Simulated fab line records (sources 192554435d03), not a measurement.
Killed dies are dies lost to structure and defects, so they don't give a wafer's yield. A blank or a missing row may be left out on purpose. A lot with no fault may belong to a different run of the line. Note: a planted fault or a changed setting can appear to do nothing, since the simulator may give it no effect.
The tool behind it: which one? :: flow n5-finfet :: 11 lots with 33 wafers sampled at 3 steps, on a route of 1938 steps

WHAT EACH GAUGE READ, for each wafer
N5_HKMG_FIN_OVL_MEAS_50.
lot: L481
measured: day 4 13:37
on: overlay-01
NDIPOLE_OVL (nm): 0.4 0.7 0.7

lot: L486
measured: day 5 21:11
on: overlay-01
NDIPOLE_OVL (nm): -0.4 -0.1 0.0

lot: L487
measured: day 6 06:14
on: overlay-02
NDIPOLE_OVL (nm): -0.9 -0.4 0.3

lot: L488
measured: day 6 08:37
on: overlay-02
NDIPOLE_OVL (nm): -0.6 -1.2 -1.0

lot: L490
measured: day 7 03:30
on: overlay-01
NDIPOLE_OVL (nm): 14.0 14.9 14.9

lot: L491
measured: day 7 07:35
on: overlay-02
NDIPOLE_OVL (nm): 13.6 14.3 14.5

lot: L492
measured: day 7 12:55
on: overlay-02
NDIPOLE_OVL (nm): 13.3 16.0 13.7

lot: L493
measured: day 7 14:52
on: overlay-02
NDIPOLE_OVL (nm): 16.3 14.8 15.9

lot: L496
measured: day 8 08:14
on: overlay-02
NDIPOLE_OVL (nm): -0.1 -0.5 0.7

lot: L497
measured: day 8 09:56
on: overlay-01
NDIPOLE_OVL (nm): 0.0 0.1 -0.6

lot: L498
measured: day 8 20:23
on: overlay-01
NDIPOLE_OVL (nm): 0.0 0.8 1.1

TOOL THAT RAN EACH LOT (tool first, then ch and the chambers of the sampled wafers, then the start)
lot: L481
N5_HKMG_FIN_ALD_75: ald-hk-02 ch 0,1, day 4 13:15
N5_HKMG_FIN_EXPOSE_46: arfi-scanner-02 ch 0, day 4 13:28

lot: L486
N5_HKMG_FIN_ALD_75: ald-hk-03 ch 0,1, day 5 20:41
N5_HKMG_FIN_EXPOSE_46: arfi-scanner-01 ch 0, day 5 21:02

lot: L487
N5_HKMG_FIN_ALD_75: ald-hk-01 ch 0,1,3, day 6 05:44
N5_HKMG_FIN_EXPOSE_46: arfi-scanner-03 ch 0, day 6 06:05

lot: L488
N5_HKMG_FIN_ALD_75: ald-hk-01 ch 0,2,3, day 6 08:07
N5_HKMG_FIN_EXPOSE_46: arfi-scanner-02 ch 0, day 6 08:28

lot: L490
N5_HKMG_FIN_ALD_75: ald-hk-03 ch 0,1,3, day 7 03:08
N5_HKMG_FIN_EXPOSE_46: arfi-scanner-02 ch 0, day 7 03:21

lot: L491
N5_HKMG_FIN_ALD_75: ald-hk-01 ch 0,1,2, day 7 07:13
N5_HKMG_FIN_EXPOSE_46: arfi-scanner-02 ch 0, day 7 07:26

lot: L492
N5_HKMG_FIN_ALD_75: ald-hk-03 ch 0,1,2, day 7 12:32
N5_HKMG_FIN_EXPOSE_46: arfi-scanner-02 ch 0, day 7 12:46

lot: L493
N5_HKMG_FIN_ALD_75: ald-hk-03 ch 0,3, day 7 14:30
N5_HKMG_FIN_EXPOSE_46: arfi-scanner-02 ch 0, day 7 14:44

lot: L496
N5_HKMG_FIN_ALD_75: ald-hk-01 ch 0,1,3, day 8 07:52
N5_HKMG_FIN_EXPOSE_46: arfi-scanner-01 ch 0, day 8 08:05

lot: L497
N5_HKMG_FIN_ALD_75: ald-hk-02 ch 2,3, day 8 09:26
N5_HKMG_FIN_EXPOSE_46: arfi-scanner-03 ch 0, day 8 09:47

lot: L498
N5_HKMG_FIN_ALD_75: ald-hk-02 ch 0,1,3, day 8 19:53
N5_HKMG_FIN_EXPOSE_46: arfi-scanner-01 ch 0, day 8 20:14
- N5_HKMG_FIN_ALD_75: deposits Al2O3, target thk 1 nm, co reactant pulse time 1 s.
- N5_HKMG_FIN_EXPOSE_46: exposes mask NDIPOLE.

AS READ BY THE TOOLS THEMSELVES (means over the sampled wafers that have a number; for cases with no such wafer, the mark the record gives instead)
N5_HKMG_FIN_ALD_75.
lot: L481
tool: ald-hk-02
heater-power-w (W): 152
precursor-pulse-height-rel: 1.002

lot: L486
tool: ald-hk-03
heater-power-w (W): 162
precursor-pulse-height-rel: 1.016

lot: L487
tool: ald-hk-01
heater-power-w (W): 148
precursor-pulse-height-rel: 0.983

lot: L488
tool: ald-hk-01
heater-power-w (W): 157
precursor-pulse-height-rel: 1.013

lot: L490
tool: ald-hk-03
heater-power-w (W): 157
precursor-pulse-height-rel: 1.005

lot: L491
tool: ald-hk-01
heater-power-w (W): 170
precursor-pulse-height-rel: 0.993

lot: L492
tool: ald-hk-03
heater-power-w (W): 168
precursor-pulse-height-rel: 0.984

lot: L493
tool: ald-hk-03
heater-power-w (W): 148
precursor-pulse-height-rel: 1.003

lot: L496
tool: ald-hk-01
heater-power-w (W): 149
precursor-pulse-height-rel: 0.997

lot: L497
tool: ald-hk-02
heater-power-w (W): 133
precursor-pulse-height-rel: 1.015

lot: L498
tool: ald-hk-02
heater-power-w (W): 142
precursor-pulse-height-rel: 1.002

THE ANSWER, worked out from the rows above alone
Rule: the lots themselves supply what counts as usual. Put in order of their means at a reading, lots are off if they are a third of the lots or fewer, leave a main group of 4 or more, and stand apart from it by a gap of 3 or more times the standard deviation of the main group's means; of several such gaps the widest counts. Not used: any main group whose means are identical at the precision the tables above print for the reading. A lot without any number at a reading at which 4 lots or more have one is off too. Any other lot the step has rows for is counted as sound. Order of review: gauges by route order, followed by the tools' own readings, for which a lot's mean as printed above is used. The first step at which some lot is off is used, and at that step the reading that is off furthest; a lot without a number counts as furthest.
Across all readings shown, no lot is off: no conclusion can be drawn from this.

WHAT THE SIMULATOR HAD PUT IN
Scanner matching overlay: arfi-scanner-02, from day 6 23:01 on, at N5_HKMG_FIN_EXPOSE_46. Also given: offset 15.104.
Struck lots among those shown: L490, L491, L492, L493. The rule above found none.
